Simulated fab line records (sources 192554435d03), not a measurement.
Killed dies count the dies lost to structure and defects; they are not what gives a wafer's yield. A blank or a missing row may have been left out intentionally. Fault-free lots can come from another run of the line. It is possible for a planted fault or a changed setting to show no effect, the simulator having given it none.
Split-lot trial | flow n5Finfet | on a route of 1938 steps: 7 lots, 21 wafers read

## THE SPLIT ITSELF
At N5_BEOL_M3_TRENCH_ETCH_37 (etches SiOC in C4F6/O2, target depth 55.555 nm, time 29.2 s), the setting timeS was moved away from the recipe's 29.2 s on 9 of the 21 wafers read, by -17.4% to +20.3%. For the rest of the wafers, this setting stayed at what the recipe calls for.

## FROM THE SPLIT TO THE READING: what the file shows between them, 2 steps
- N5_BEOL_M3_ETCH_41: etches SiCN in CH3F/O2, target depth 29.9 nm, time 52.5 s (also split here: targetDepthA)
- N5_BEOL_M3_STRIP_97: strips in N2/H2, time 10 s

## THE READING
trenchDepthNm, in nm, at N5_BEOL_M3_OCD_MEAS_38. On this fab line, fault-free wafers typically give 55.9 nm with a standard deviation of 0.88 nm.

wafer  | tool, chamber at the split | timeS as run, s | against the recipe | trenchDepthNm, nm | against lot-mates on the recipe
L075.1 | rieDiel-04, 2              | 29.2            | recipe             | 55.7              | -
L075.2 | rieDiel-04, 3              | 29.2            | recipe             | 55.9              | -
L075.4 | rieDiel-04, 3              | 29.2            | recipe             | 55.9              | -
L079.3 | rieDiel-04, 2              | 35.13           | +20.3%             | 66.3              | +11.4
L079.4 | rieDiel-04, 0              | 29.2            | recipe             | 55.2              | -
L079.5 | rieDiel-04, 3              | 29.2            | recipe             | 54.5              | -
L086.2 | rieDiel-04, 3              | 34.84           | +19.3%             | 64.8              | +10.4
L086.4 | rieDiel-04, 0              | 29.2            | recipe             | 54.0              | -
L086.6 | rieDiel-04, 3              | 29.2            | recipe             | 54.8              | -
L087.3 | rieDiel-03, 2              | 33.18           | +13.6%             | 62.9              | +7.2
L087.5 | rieDiel-03, 0              | 29.2            | recipe             | 55.8              | -
L087.6 | rieDiel-03, 1              | 29.2            | recipe             | 55.5              | -
L091.2 | rieDiel-01, 3              | 33.06           | +13.2%             | 63.7              | +5.3
L091.3 | rieDiel-01, 0              | 33.06           | +13.2%             | 64.7              | +6.3
L091.4 | rieDiel-01, 2              | 29.2            | recipe             | 58.4              | -
L095.1 | rieDiel-01, 1              | 24.13           | -17.4%             | 46.3              | -10.4
L095.4 | rieDiel-01, 2              | 29.2            | recipe             | 56.7              | -
L095.5 | rieDiel-01, 1              | 24.13           | -17.4%             | 47.2              | -9.5
L096.3 | rieDiel-01, 0              | 26.28           | -10.0%             | 50.8              | -5.3
L096.4 | rieDiel-01, 2              | 26.28           | -10.0%             | 51.3              | -4.8
L096.5 | rieDiel-01, 0              | 29.2            | recipe             | 56.1              | -

THE FIT
A straight line over all 21 wafers: trenchDepthNm changes by +0.524 nm for each +1% of timeS; r = +0.98; the points scatter about the line by 1.1 nm.
The same after taking each lot's own level away (the mean of its wafers on the recipe; 21 wafers): +0.535 nm for each +1%; r = +1.00; scatter 0.56 nm.
On that fit, the largest move of timeS shifts the reading by 11 nm.
The lots' own levels span 54.40 to 58.40 nm, that is 4.5 times the standard deviation above.
The two slopes agree, so the slope changes little with the lot-to-lot level.
Check: for one of the wafers moved furthest among these (+20.3%), held out of the fit, the line's prediction against its lot-mates is +10.5 nm. Against them it came out at +11.4 nm.

## FURTHER SPLITS ON THESE WAFERS
Before the reading, these wafers also passed through other splits. Each is held against what the fit with the lots' levels taken away leaves over:
other split on the same wafers  | wafers away from the commonest value | r with trenchDepthNm (lot level and that fit taken away)
N5_BEOL_M2_EXPOSE_25 doseMj     | 13                                   | +0.14
N5_BEOL_M3_ETCH_41 targetDepthA | 8                                    | +0.24

## THE WHOLE CHAIN: every reading that the file lists as answering this split, in the file's order
step                      | what it does                                                | reading                                                                 | change (the file's fit)               | r (the file's)
N5_BEOL_M3_TRENCH_ETCH_37 | etches SiOC in C4F6/O2, target depth 55.555 nm, time 29.2 s | BEOL_M3.featureDepthNm (the simulator's own value, which no gauge read) | +0.548 nm for each +1% of the setting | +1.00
N5_BEOL_M3_TRENCH_ETCH_37 | etches SiOC in C4F6/O2, target depth 55.555 nm, time 29.2 s | etch.depthNm (the simulator's own value, which no gauge read)           | +0.549 nm for each +1% of the setting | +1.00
N5_BEOL_M3_OCD_MEAS_38    |                                                             | trenchDepthNm                                                           | +0.538 nm for each +1% of the setting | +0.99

## THE FILE'S OWN FIT
trenchDepthNm changes by +0.538 nm for each +1% of timeS, r = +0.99.
